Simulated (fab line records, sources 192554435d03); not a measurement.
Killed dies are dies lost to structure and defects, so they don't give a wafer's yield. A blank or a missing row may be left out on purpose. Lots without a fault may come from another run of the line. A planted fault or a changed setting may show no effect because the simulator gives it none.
A struck lot beside a sound one | flow n5_finfet | 29 steps out of a route of 1938
Sound: wafers L522.2, L522.3, L522.4. Struck: wafer L532.1. (L532.4, L532.5 of the same lot were not struck and are left out.) The cause comes at the end.
At each step with rows: each side's tool, then ch and its chambers, then its first start. Under that, the readings that differ: sound wafers | struck wafers | difference of the means | sigmas: that difference in standard deviations of wafers without a fault.
alike: readings whose means differ by less than 2 such deviations, and words and numbers that are the same on both sides. not compared: withheld readings, readings that some wafer has no value for, bounds like >300 that may hide the same value, and numbers for which the record gives no deviation and whose values overlap.
The two part at a step that has a row with sigmas, a row that says differs or no value, or rows on one side only. Numbers that don't overlap but have no deviation are shown without sigmas and don't part them. A reading that every wafer of one side lacks parts them only if that side has two wafers or more.

first, 9 steps without rows for these wafers: N5_BEOL_M0_SAQP_EXPOSE_37 (exposes mask M0 CUT1, target cd 30 nm); N5_BEOL_M0_SAQP_PEB_38 (peb time 60 s); N5_BEOL_M0_SAQP_DEVELOP_39 (develop time 30 s); N5_BEOL_M0_SAQP_DESCUM_45 (chemistry O2, time 7 s); N5_BEOL_M0_SAQP_ETCH_88 (etches underlayer in N2/H2, target depth 6.5 nm, time 5.2 s); N5_BEOL_M0_SAQP_ETCH_73 (etches SiARC in CF4, target depth 19.5 nm, time 32.5 s); N5_BEOL_M0_SAQP_CUT_ETCH_46 (etches SOC in N2/H2, target depth 135 nm, overetch 27 nm, time 202.5 s); N5_BEOL_M0_SAQP_STRIP_74 (strips in N2/H2); N5_BEOL_M0_SAQP_STRIP_89 (strips in N2/H2).
N5_BEOL_M0_SAQP_ALD_48: deposits SiO2, target thk 20 nm, pulse time 1 s, co reactant pulse time 1 s.
  sound on ald_sin-02 ch 1,2,3, day 5 19:38; struck on ald_sin-02 ch 1, day 8 15:30
  reading                                       | sound       | struck | difference | sigmas
  ald_cycles                                    | 139 139 139 | 228    | +89        |
  model.SiO2_of_BEOL_M0_SAQP_ALD_48.thk_nm (nm) | 20 20 20    | 32.8   | +12.8      |
  alike: heater_power_w, precursor_pulse_height_rel
then, 15 steps without rows for these wafers: N5_BEOL_M0_SAQP_ETCH_49 (etches SiO2 in CF4/O2, target depth 37 nm); N5_BEOL_M0_SAQP_STRIP_75 (strips in CF4); N5_BEOL_M0_CUTY_COAT_50 (time 60 s, resist thk 15 nm); N5_BEOL_M0_CUTY_COAT_51 (resist thk 150 nm); N5_BEOL_M0_CUTY_EBR_52; N5_BEOL_M0_CUTY_SOFTBAKE_53 (time 60 s); N5_BEOL_M0_CUTY_EXPOSE_54 (exposes mask M0 ABLK); N5_BEOL_M0_CUTY_PEB_55 (peb time 60 s); N5_BEOL_M0_CUTY_DEVELOP_56 (develop time 30 s); N5_BEOL_M0_CUTY_DESCUM_61 (chemistry O2, time 7.9 s); N5_BEOL_M0_CUTY_ETCH_62 (etches SiARC in CF4, time 58.5 s); N5_BEOL_M0_CUTY_ETCH_63 (etches SOC in N2/H2, target depth 82.7 nm, overetch 16.5 nm, time 124 s); N5_BEOL_M0_CUTY_STRIP_64 (strips in N2/H2); N5_BEOL_M0_ETCH_138 (etches SiCN in CH3F/O2, target depth 12 nm, time 31.6 s); N5_BEOL_M0_HM_OPEN_105 (chemistry Cl2/BCl3, target TiN, target depth 12 nm).
N5_BEOL_M0_STRIP_140: strips in CF4.
  sound on rie_diel-03 ch 1,2,3, day 6 02:10; struck on rie_diel-05 ch 3, day 8 19:34
  reading                                       | sound          | struck | difference | sigmas
  model.SiO2_of_BEOL_M0_SAQP_ALD_48.thk_nm (nm) | 10.8 11.4 11.6 | 18.2   | +6.9       |
  alike: drypump_motor_current_A, oes_product_au, rf_vpp_V, showerhead_plenum_p_Torr, throttle_valve_pct
  not compared: rf_hours_counter_h
then, 1 step without rows for these wafers: N5_BEOL_M0_STRIP_104 (strips in N2/H2).
-- the record jumps here: 4 days lie between the struck wafers' starts before and after (it left off in module BEOL_M0 and takes up again in module BEOL_M4, whose first step shown is number 1111 of the route) --
N5_BEOL_M4_RC_MEAS_101:
  sound on prober-01 ch 0, day 10 21:29; struck on prober-01 ch 0, day 13 01:04
  reading        | sound          | struck | difference | sigmas
  DIBL_P (mV/V)  | 34.1 35.5 36.2 | 42.0   | +6.7       | +3
  IOFF_N (nA/um) | 0.14 0.16 0.15 | 0.23   | +0.08      | +3
  IOFF_P (nA/um) | 0.16 0.18 0.19 | 0.27   | +0.09      | +2
  VT_N (mV)      | 254 252 254    | 243    | -10        | -3
  alike: DIBL_N, ION_N, ION_P, SS_N, SS_P, VT_P
-- the record jumps here: 4 days lie between the struck wafers' starts before and after (it left off in module BEOL_M4 and takes up again in module PASSIVATION, whose first step shown is number 1936 of the route) --
N5_PASSIVATION_PROBE_49:
  sound on prober-01, day 15 08:46; struck on prober-02, day 17 07:17
  reading               | sound       | struck | difference | sigmas
  killed_at_front_end   | 23 33 40    | 65     | +33        | +3
  sort_bin_6_memory (%) | 2.5 2.1 2.7 | 4.4    | +2.0       | +3
  alike: defect_limited_yield, killed_at_M0_to_M3, killed_at_M4_up, killed_at_contacts, killed_at_other, killed_dies, killed_open, killed_short, sort_bin_5_function, sort_n_pass, sort_yield_pct

WHERE THEY PART
First at N5_BEOL_M4_RC_MEAS_101; last, within this record, at N5_PASSIVATION_PROBE_49.

WHY: what the simulator had put in
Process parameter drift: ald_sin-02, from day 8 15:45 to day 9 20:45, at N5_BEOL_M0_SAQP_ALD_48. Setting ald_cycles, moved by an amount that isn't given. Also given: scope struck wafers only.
